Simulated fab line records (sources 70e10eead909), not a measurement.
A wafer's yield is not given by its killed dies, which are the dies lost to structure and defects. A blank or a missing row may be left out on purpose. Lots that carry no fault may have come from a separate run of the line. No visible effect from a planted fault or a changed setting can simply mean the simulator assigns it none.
Chamber matching :: flow nand_harc :: NHARC_A_STAIRCASE_TRIM_187 on rie_diel-08: 4 sister chambers
The step chemistry O2, time 211.2 s. 14 wafers are shown with their chamber, then 7 later ones without.

== WAFERS, EACH WITH ITS CHAMBER ==
wafer: L074.1
chamber: 0
showerhead_plenum_p_Torr (Torr): 3.68
oes_product_au (a.u.): 1.007
rf_vpp_V (V): 58.4

wafer: L074.5
chamber: 0
showerhead_plenum_p_Torr (Torr): 3.68
oes_product_au (a.u.): 1.016
rf_vpp_V (V): 59.7

wafer: L074.6
chamber: 3
showerhead_plenum_p_Torr (Torr): 3.45
oes_product_au (a.u.): 1.012
rf_vpp_V (V): 58.3

wafer: L075.1
chamber: 2
showerhead_plenum_p_Torr (Torr): 3.38
oes_product_au (a.u.): 0.998
rf_vpp_V (V): 56.3

wafer: L075.2
chamber: 3
showerhead_plenum_p_Torr (Torr): 3.45
oes_product_au (a.u.): 1.012
rf_vpp_V (V): 58.8

wafer: L075.4
chamber: 0
showerhead_plenum_p_Torr (Torr): 3.68
oes_product_au (a.u.): 1.004
rf_vpp_V (V): 58.2

wafer: L076.2
chamber: 3
showerhead_plenum_p_Torr (Torr): 3.44
oes_product_au (a.u.): 1.004
rf_vpp_V (V): 57.0

wafer: L076.4
chamber: 2
showerhead_plenum_p_Torr (Torr): 3.38
oes_product_au (a.u.): 0.990
rf_vpp_V (V): 57.6

wafer: L076.6
chamber: 1
showerhead_plenum_p_Torr (Torr): 3.62
oes_product_au (a.u.): 1.001
rf_vpp_V (V): 58.3

wafer: L080.2
chamber: 1
showerhead_plenum_p_Torr (Torr): 3.61
oes_product_au (a.u.): 0.992
rf_vpp_V (V): 57.0

wafer: L080.5
chamber: 0
showerhead_plenum_p_Torr (Torr): 3.67
oes_product_au (a.u.): 0.994
rf_vpp_V (V): 58.0

wafer: L080.6
chamber: 1
showerhead_plenum_p_Torr (Torr): 3.61
oes_product_au (a.u.): 0.990
rf_vpp_V (V): 57.3

wafer: L086.2
chamber: 2
showerhead_plenum_p_Torr (Torr): 3.37
oes_product_au (a.u.): 0.994
rf_vpp_V (V): 57.8

wafer: L086.5
chamber: 1
showerhead_plenum_p_Torr (Torr): 3.61
oes_product_au (a.u.): 0.994
rf_vpp_V (V): 59.0

SIGNATURES (means of the wafers above)
reading: showerhead_plenum_p_Torr
chamber 0: 3.6775
chamber 1: 3.6125
chamber 2: 3.3767
chamber 3: 3.4467
scatter within a chamber: 0.00532

reading: oes_product_au
chamber 0: 1.00525
chamber 1: 0.99425
chamber 2: 0.99400
chamber 3: 1.00933
scatter within a chamber: 0.00625

reading: rf_vpp_V
chamber 0: 58.575
chamber 1: 57.900
chamber 2: 57.233
chamber 3: 58.033
scatter within a chamber: 0.858
Rule: for a wafer and a chamber, the distance is found by dividing, reading by reading, the gap between the wafer's reading and the chamber's mean by the reading's scatter, squaring, summing and taking the root. The wafer belongs to the nearest chamber; if the next one is less than 2 further off, it can't be placed. The scatter is the square root of a quotient: the sum, over the shown wafers, of each reading's squared deviation from its chamber's mean, divided by wafers minus chambers.

== WAFERS MISSING THEIR CHAMBER ==
wafer: L086.6
showerhead_plenum_p_Torr (Torr): 3.37
oes_product_au (a.u.): 0.994
rf_vpp_V (V): 57.2

wafer: L090.1
showerhead_plenum_p_Torr (Torr): 3.36
oes_product_au (a.u.): 0.994
rf_vpp_V (V): 56.2

wafer: L090.5
showerhead_plenum_p_Torr (Torr): 3.61
oes_product_au (a.u.): 0.978
rf_vpp_V (V): 59.3

wafer: L090.6
showerhead_plenum_p_Torr (Torr): 3.66
oes_product_au (a.u.): 0.998
rf_vpp_V (V): 58.9

wafer: L094.2
showerhead_plenum_p_Torr (Torr): 3.60
oes_product_au (a.u.): 1.000
rf_vpp_V (V): 59.2

wafer: L094.3
showerhead_plenum_p_Torr (Torr): 3.43
oes_product_au (a.u.): 0.998
rf_vpp_V (V): 57.9

wafer: L094.6
showerhead_plenum_p_Torr (Torr): 3.43
oes_product_au (a.u.): 1.007
rf_vpp_V (V): 57.7

== WHICH CHAMBER EACH WENT THROUGH ==
wafer: L086.6
from the rows above: 2
in truth: 2

wafer: L090.1
from the rows above: 2
in truth: 2

wafer: L090.5
from the rows above: 1
in truth: 1

wafer: L090.6
from the rows above: 0
in truth: 0

wafer: L094.2
from the rows above: 1
in truth: 1

wafer: L094.3
from the rows above: 3
in truth: 3

wafer: L094.6
from the rows above: 3
in truth: 3
Correctly placed: 7 of 7. Not placeable from these rows: 0. 0 placed wrongly.
